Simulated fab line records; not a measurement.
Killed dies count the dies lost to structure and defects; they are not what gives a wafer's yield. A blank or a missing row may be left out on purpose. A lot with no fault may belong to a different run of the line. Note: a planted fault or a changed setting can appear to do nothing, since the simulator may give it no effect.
fab line records	flow nand_harc
[record] lots = 11	wafers = 33	last_day = 25
route steps=1159 shown P_CONTACT@234 P_M0@261 END@1159
lots that met no fault: from a run of the same line without faults
start_h: hours from the record's first day to the start of the lot's first wafer shown	wait_h: hours since the lot's step before	" unchanged from the row above	L1.1+2: a row that stands for several wafers	- either no value or no given start	* or withheld: withheld	< > ~ a bound
route shown NAME@n: names a module that has steps shown in the file, with the first one's number in the route	usual: the fault-free wafers' mean and standard deviation	same: alike in all rows	chamber/n: place in a boat	sites: the reading at each site	_std_site: the standard deviation of these	_edge_site: the outer-site mean with the inner-site mean subtracted	radius_mm: how far each site lies from the wafer's centre	mask NAME#n: copy n	behind: tool/chamber where the wafer was last shaped	hold: reason for holding the lot/hours on hold/outcome of the hold	device: transistor that didn't switch, given as n, p or np	end of line: tests run on the same wafers once the route is complete	a step given without rows: its recipe and nothing more	killed: at the first sort, the dies lost to defects and structure; wafer yield is something else	map: shows each die of a wafer: x if killed, . if not, _ if none is there
set.NAME: the setting as run; set.NAME@STEP: as run at that earlier step	model.NAME: the simulator's own value behind a step, which no gauge read
a sample of lots followed through the steps of the route, with each step as a table and each wafer as a row
services: when a tool's chamber went out of use (start_h, in hours from the record's first day, below 0 if earlier), for how many hours, and the reason
[[steps]]
[step NHARC_P_CONTACT_INSPECT_14]
[usual] raw_defect_count = 3.4/1.8
lot.wafer	tool	chamber	start_h	wait_h	raw_defect_count
L731.1	defect_inspect-02	-	111.05	0.0	5
L731.2	"	-	"	"	3
L731.6	"	-	"	"	4
L734.1	defect_inspect-02	-	138.97	0.0	3
L734.5	"	-	"	"	4
L734.6	"	-	"	"	5
L735.2	defect_inspect-01	-	140.11	0.0	6
L735.3	"	-	"	"	1
L735.4	"	-	"	"	3
L736.1	defect_inspect-02	-	145.45	0.0	1
L736.3	"	-	"	"	5
L736.4	"	-	"	"	4
L737.3	defect_inspect-01	-	146.31	0.1	4
L737.5	"	-	"	"	5
L737.6	"	-	"	"	1
L738.2	defect_inspect-01	-	152.87	0.0	2
L738.4	"	-	"	"	3
L738.5	"	-	"	"	7
L746.1	defect_inspect-02	-	202.51	0.0	2
L746.2	"	-	"	"	4
L746.5	"	-	"	"	3
L750.3	defect_inspect-02	-	225.85	0.0	1
L750.5	"	-	"	"	4
L750.6	"	-	"	"	3
L752.3	defect_inspect-01	-	230.12	0.0	2
L752.5	"	-	"	"	6
L752.6	"	-	"	"	3
L751.1	defect_inspect-01	-	230.54	0.0	2
L751.2	"	-	"	"	3
L751.6	"	-	"	"	3
L754.1	defect_inspect-01	-	253.60	0.0	3
L754.2	"	-	"	"	3
L754.4	"	-	"	"	2
[step NHARC_P_CONTACT_DESCUM_17]
[recipe] time_s = 3	o2_flow_sccm = 200	ar_flow_sccm = 0	bias_power_w = 0	chemistry = O2
[usual] drypump_motor_current_A = 5.9/0.72	oes_product_au = 1.000/0.0081	rf_vpp_V = 57.8/0.89	showerhead_plenum_p_Torr = 1.92/0.079	throttle_valve_pct = 11.312/0.0098
lot.wafer	tool	chamber	start_h	wait_h	drypump_motor_current_A	oes_product_au	rf_hours_counter_h	rf_vpp_V	showerhead_plenum_p_Torr	throttle_valve_pct
L731.1	rie_diel-05	3	111.12	0.1	6.4	1.006	11	57.9	1.92	11.321
L731.2	"	0	"	"	4.7	1.001	12	57.3	1.82	11.315
L731.6	"	2	"	"	4.7	1.010	-	58.1	1.82	11.315
L734.1	rie_diel-05	2	139.06	0.1	4.6	1.001	15	56.6	1.82	11.335
L734.6	"	3	"	"	6.4	1.016	-	59.2	1.92	11.311
L734.5	"	2	"	"	4.6	1.001	-	56.5	1.82	11.320
L735.2	rie_diel-06	2	140.17	0.1	5.5	0.995	6	59.8	2.01	11.304
L735.4	"	3	"	"	6.4	1.004	6	57.9	1.98	11.300
L735.3	"	0	"	"	6.6	1.004	5	59.4	1.99	11.318
L736.4	rie_diel-06	1	145.52	0.1	6.3	1.013	7	56.8	1.82	11.292
L736.3	"	3	"	"	6.4	1.012	6	57.4	1.98	11.306
L736.1	"	0	"	"	6.5	1.004	6	58.9	1.99	11.306
L737.3	rie_diel-05	2	146.37	0.1	4.7	1.005	17	56.7	1.82	11.328
L737.5	"	3	"	"	6.4	1.011	-	58.3	1.92	11.317
L737.6	"	1	"	"	6.4	1.002	-	58.8	1.99	11.310
L738.4	rie_diel-06	3	152.93	0.1	6.4	0.999	7	58.8	1.98	11.319
L738.2	"	2	"	"	5.5	0.998	8	57.8	2.01	11.319
L738.5	"	0	"	"	6.6	0.992	-	57.2	1.99	11.311
L746.1	rie_diel-05	2	202.57	0.1	4.7	1.008	3	58.4	1.82	11.314
L746.2	"	0	"	"	4.7	0.994	2	57.7	1.82	11.298
L746.5	"	2	"	"	4.6	1.004	-	56.6	1.82	11.300
L750.3	rie_diel-06	2	225.92	0.1	5.5	0.993	15	57.8	2.01	11.308
L750.5	"	2	"	"	5.5	0.991	-	57.0	2.01	11.315
L750.6	"	3	"	"	6.4	0.995	-	59.8	1.98	11.305
L752.3	rie_diel-05	3	230.19	0.1	6.4	1.001	5	58.3	1.92	11.296
L752.5	"	2	"	"	4.7	1.010	-	56.0	1.82	11.310
L752.6	"	3	"	"	6.4	0.993	-	57.9	1.92	11.307
L751.1	rie_diel-05	3	230.61	0.1	6.4	0.991	5	57.2	1.92	11.309
L751.2	"	1	"	"	6.4	1.006	6	58.4	1.99	11.310
L751.6	"	2	"	"	4.7	0.997	-	56.7	1.82	11.305
L754.1	rie_diel-06	1	253.66	0.1	6.4	1.007	0	56.8	1.82	11.306
L754.2	"	3	"	"	6.4	0.992	0	58.8	1.98	11.322
L754.4	"	0	"	"	6.6	0.994	0	59.1	1.99	11.304
[step NHARC_P_M0_PEB_07]
[recipe] peb_temp_c = 100	peb_time_s = 65
[usual] heater_power_total_W = 156.6/0.45
lot.wafer	tool	chamber	start_h	wait_h	heater_power_total_W
L731.1	litho_track-01	0	118.31	0.1	156.6
L731.2	"	0	"	"	156.6
L731.6	"	0	"	"	157.1
L734.1	litho_track-06	0	144.39	0.1	156.4
L734.5	"	0	"	"	157.1
L734.6	"	0	"	"	157.1
L735.2	litho_track-06	0	145.05	0.1	157.1
L735.3	"	0	"	"	156.2
L735.4	"	0	"	"	157.1
L736.1	litho_track-06	0	149.34	0.1	156.6
L736.3	"	0	"	"	171.7
L736.4	"	0	"	"	156.2
L737.3	litho_track-06	0	150.55	0.0	171.5
L737.5	"	0	"	"	157.1
L737.6	"	0	"	"	157.1
L738.2	litho_track-01	0	159.37	0.1	157.1
L738.4	"	0	"	"	156.5
L738.5	"	0	"	"	157.1
L746.1	litho_track-04	0	215.13	0.1	156.1
L746.2	"	0	"	"	157.2
L746.5	"	0	"	"	156.3
L750.3	litho_track-01	0	230.24	0.0	156.2
L750.5	"	0	"	"	157.1
L750.6	"	0	"	"	157.2
L752.3	litho_track-01	0	234.47	0.0	155.9
L752.5	"	0	"	"	157.1
L752.6	"	0	"	"	157.0
L751.1	litho_track-01	0	234.82	0.1	155.9
L751.2	"	0	"	"	157.1
L751.6	"	0	"	"	157.1
L754.1	litho_track-01	0	262.40	0.1	157.0
L754.2	"	0	"	"	156.3
L754.4	"	0	"	"	156.9
[step NHARC_P_M0_CD_MEAS_09]
[recipe] target_cd_nm = 90	landing_energy_ev = 500
[usual] cd_nm = 89.6/0.51
lot.wafer	tool	chamber	start_h	wait_h	cd_nm
L731.1	cd_sem-01	0	118.39	-	89.2
L731.2	"	0	"	"	89.5
L731.6	"	0	"	"	90.2
L734.1	cd_sem-02	0	144.47	-	89.7
L734.5	"	0	"	"	89.3
L734.6	"	0	"	"	89.4
L735.2	cd_sem-01	0	145.13	-	90.2
L735.3	"	0	"	"	90.1
L735.4	"	0	"	"	89.1
L736.1	cd_sem-02	0	149.42	-	89.0
L736.3	"	0	"	"	83.1
L736.4	"	0	"	"	90.0
L737.3	cd_sem-01	0	150.63	-	83.8
L737.5	"	0	"	"	89.3
L737.6	"	0	"	"	89.8
L738.2	cd_sem-02	0	159.45	-	89.5
L738.4	"	0	"	"	88.5
L738.5	"	0	"	"	88.6
L746.1	cd_sem-01	0	215.21	-	89.7
L746.2	"	0	"	"	89.5
L746.5	"	0	"	"	89.8
L750.3	cd_sem-02	0	230.33	-	89.7
L750.5	"	0	"	"	89.9
L750.6	"	0	"	"	89.9
L752.3	cd_sem-01	0	234.55	-	89.0
L752.5	"	0	"	"	89.1
L752.6	"	0	"	"	89.5
L751.1	cd_sem-01	0	234.90	-	89.2
L751.2	"	0	"	"	89.2
L751.6	"	0	"	"	88.6
L754.1	cd_sem-02	0	262.48	-	89.4
L754.2	"	0	"	"	89.1
L754.4	"	0	"	"	90.2
[step NHARC_P_M0_CD_MEAS_16]
[usual] cd_nm = 89.6/0.63
lot.wafer	tool	chamber	start_h	wait_h	cd_nm
L731.1	cd_sem-03	-	118.87	-	89.8
L731.2	"	-	"	"	88.9
L731.6	"	-	"	"	89.3
L734.1	cd_sem-02	-	144.96	-	89.4
L734.5	"	-	"	"	89.4
L734.6	"	-	"	"	89.2
L735.2	cd_sem-02	-	145.62	-	90.5
L735.3	"	-	"	"	89.4
L735.4	"	-	"	"	89.7
L736.1	cd_sem-01	-	149.91	-	89.6
L736.3	"	-	"	"	83.5
L736.4	"	-	"	"	90.3
L737.3	cd_sem-02	-	151.12	-	83.5
L737.5	"	-	"	"	89.1
L737.6	"	-	"	"	89.7
L738.2	cd_sem-03	-	159.95	-	89.4
L738.4	"	-	"	"	88.4
L738.5	"	-	"	"	88.8
L746.1	cd_sem-02	-	215.70	-	89.1
L746.2	"	-	"	"	89.1
L746.5	"	-	"	"	89.2
L750.3	cd_sem-01	-	230.81	-	88.7
L750.5	"	-	"	"	89.4
L750.6	"	-	"	"	89.6
L752.3	cd_sem-02	-	235.04	-	88.2
L752.5	"	-	"	"	88.9
L752.6	"	-	"	"	88.9
L751.1	cd_sem-03	-	235.39	-	89.7
L751.2	"	-	"	"	89.3
L751.6	"	-	"	"	88.3
L754.1	cd_sem-01	-	262.99	-	88.9
L754.2	"	-	"	"	88.7
L754.4	"	-	"	"	90.3
[step NHARC_P_M0_DEGAS_28]
[recipe] temp_c = 250	time_s = 60
[usual] heater_power_w = 328/35	susceptor_temp_C = 249.98/0.18
lot.wafer	tool	chamber	start_h	wait_h	heater_power_w	susceptor_temp_C
L731.1	pvd_sputter-03	-	119.49	-	359	250.02
L731.2	"	-	"	"	279	249.84
L731.6	"	-	"	"	319	250.03
L734.1	pvd_sputter-01	-	145.62	-	374	250.18
L734.6	"	-	"	"	379	250.02
L734.5	"	-	"	"	335	249.90
L735.2	pvd_sputter-02	-	146.25	-	291	250.00
L735.4	"	-	"	"	274	250.03
L735.3	"	-	"	"	354	250.22
L736.1	pvd_sputter-02	-	150.55	-	289	250.10
L736.3	"	-	"	"	277	249.78
L736.4	"	-	"	"	305	250.13
L737.3	pvd_sputter-01	-	151.77	-	380	250.09
L737.6	"	-	"	"	371	249.85
L737.5	"	-	"	"	334	249.95
L738.2	pvd_sputter-03	-	160.57	-	274	249.98
L738.4	"	-	"	"	345	250.10
L738.5	"	-	"	"	271	249.84
L746.2	pvd_sputter-01	-	216.37	-	353	249.79
L746.1	"	-	"	"	387	250.04
L746.5	"	-	"	"	350	249.96
L750.3	pvd_sputter-01	-	231.42	-	344	249.91
L750.5	"	-	"	"	337	250.06
L750.6	"	-	"	"	367	250.07
L752.3	pvd_sputter-02	-	235.65	-	359	249.58
L752.5	"	-	"	"	357	249.94
L752.6	"	-	"	"	315	250.06
L751.1	pvd_sputter-03	-	236.02	-	326	249.79
L751.2	"	-	"	"	363	249.67
L751.6	"	-	"	"	329	249.79
L754.1	pvd_sputter-03	-	263.62	-	348	249.91
L754.4	"	-	"	"	304	250.01
L754.2	"	-	"	"	324	249.98
[step NHARC_END_SORT_01]
[recipe] temp_c = 25
[usual] defect_limited_yield = 95.3/1.7	killed_at_array = 28/11	killed_at_other = 0.5/0.85	killed_at_periphery = 2.7/1.9	killed_dies = 32/12	killed_open = 3.3/1.6	killed_short = 2.1/1.5	sort_bin_2_pct = 1.5/0.71	sort_bin_3_pct = 0.25/0.23	sort_bin_4_pct = 3.0/1.1	sort_n_pass = 645/12	sort_rim_yield_pct = 95/3.1	sort_yield_pct = 95.3/1.7
[same] gross_dies = 677	sort_bin_5_pct[%] = 0	sort_bin_6_pct[%] = 0	sort_bin_7_pct[%] = 0	sort_bin_8_pct[%] = 0	sort_rim_n_gross = 106.00
lot.wafer	tool	chamber	start_h	wait_h	defect_limited_yield[%]	killed_at_array	killed_at_other	killed_at_periphery	killed_dies	killed_open	killed_short	sort_bin_2_pct[%]	sort_bin_3_pct[%]	sort_bin_4_pct[%]	sort_n_pass	sort_rim_yield_pct[%]	sort_yield_pct[%]
L746.1	prober-01	0	556.25	2.5	96.9	16	3	2	21	2	3	0.4	0	2.7	656	98	96.9
L746.2	prober-01	0	557.05	2.8	97.8	14	0	1	15	3	1	0.4	0	1.8	662	100	97.8
L746.5	prober-01	0	559.44	3.7	96.9	18	0	3	21	5	3	1.0	0.15	1.9	656	98	96.9
// killed by level:class
L746.1 A_CHANNEL_HOLE_D1:chamber_film_flake=8 A_STAIRCASE:chamber_film_flake=3 A_CONTACT:chamber_film_flake=3 P_CONTACT:geometric_particle:open=1 A_ONON_D1:geometric_particle:short=1 A_WL_FILL:geometric_particle:short=1 STARTING-WAFER:geometric_particle:short=1 P_BONDPAD:chamber_film_flake=1
L746.2 A_CHANNEL_HOLE_D1:chamber_film_flake=4 A_STAIRCASE:chamber_film_flake=4 A_CONTACT:chamber_film_flake=2 P_CONTACT:geometric_particle:open=1 A_SGD_CUT:geometric_particle:short=1 A_CONTACT:geometric_particle:open=1 A_M0:geometric_particle:open=1 A_CHANNEL_FILL_D1:chamber_film_flake=1
L746.5 A_CHANNEL_HOLE_D1:chamber_film_flake=5 A_CONTACT:chamber_film_flake=5 A_CHANNEL_FILL_D1:geometric_particle:open=2 P_M0:geometric_particle:open=1 P_M2:geometric_particle:short=1 A_ONON_D1:geometric_particle:open=1 A_CHANNEL_FILL_D1:chamber_film_flake=1 A_SGD_CUT:geometric_particle:short=1
[[services]]
tool	chamber	start_h	hours	kind
litho_track-01	-	93.01	7.0	pm
rie_diel-05	0	93.73	-	clean
rie_diel-05	1	93.73	-	clean
rie_diel-05	2	93.73	-	clean
rie_diel-05	3	93.73	-	clean
pvd_sputter-03	-	102.00	10.0	pm
pvd_sputter-01	-	102.13	0.6	repair
litho_track-06	-	117.00	7.0	pm
rie_diel-05	0	118.23	-	clean
rie_diel-05	1	118.23	-	clean
rie_diel-05	2	118.23	-	clean
rie_diel-05	3	118.23	-	clean
rie_diel-05	0	130.70	46.0	repair
rie_diel-06	-	134.87	0.7	repair
litho_track-04	-	141.00	7.0	pm
rie_diel-05	2	150.66	6.9	repair
pvd_sputter-01	-	158.00	10.0	pm
rie_diel-06	2	201.29	9.5	repair
pvd_sputter-02	-	204.09	1.2	repair
pvd_sputter-02	-	211.80	0.9	repair
pvd_sputter-02	-	214.02	10.0	pm
rie_diel-06	0	218.07	8.5	repair
rie_diel-06	-	241.34	9.0	pm
rie_diel-06	1	258.58	5.5	repair
[[key]]
[first_sign] step = NHARC_P_M0_PEB_07	reading = heater_power_total_W	direction = up	sigmas = 33	usual = *	struck = *
[effect] step = NHARC_P_M0_CD_MEAS_09	reading = cd_nm	direction = down	sigmas = 12	usual = 89.6	struck = 83.5
[effect] step = NHARC_P_M0_CD_MEAS_16	reading = cd_nm	direction = down	sigmas = 9.5	usual = 89.6	struck = 83.5
met_at NHARC_P_M0_PEB_07
struck_lots L736,L737
struck_wafers L736.3,L737.3
not_acting_at NHARC_P_CONTACT_INSPECT_14,NHARC_P_CONTACT_DESCUM_17,NHARC_P_M0_DEGAS_28
onset_between 145.05 149.34
[fault] kind = process_parameter_drift	tool = litho_track-06	chamber = -	onset_h = 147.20	steps = NHARC_P_M0_PEB_07	channel = peb_time_s	offset = *	shape = step	end_h = 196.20	scope = struck_wafers_only	acts_in = *	stated = *
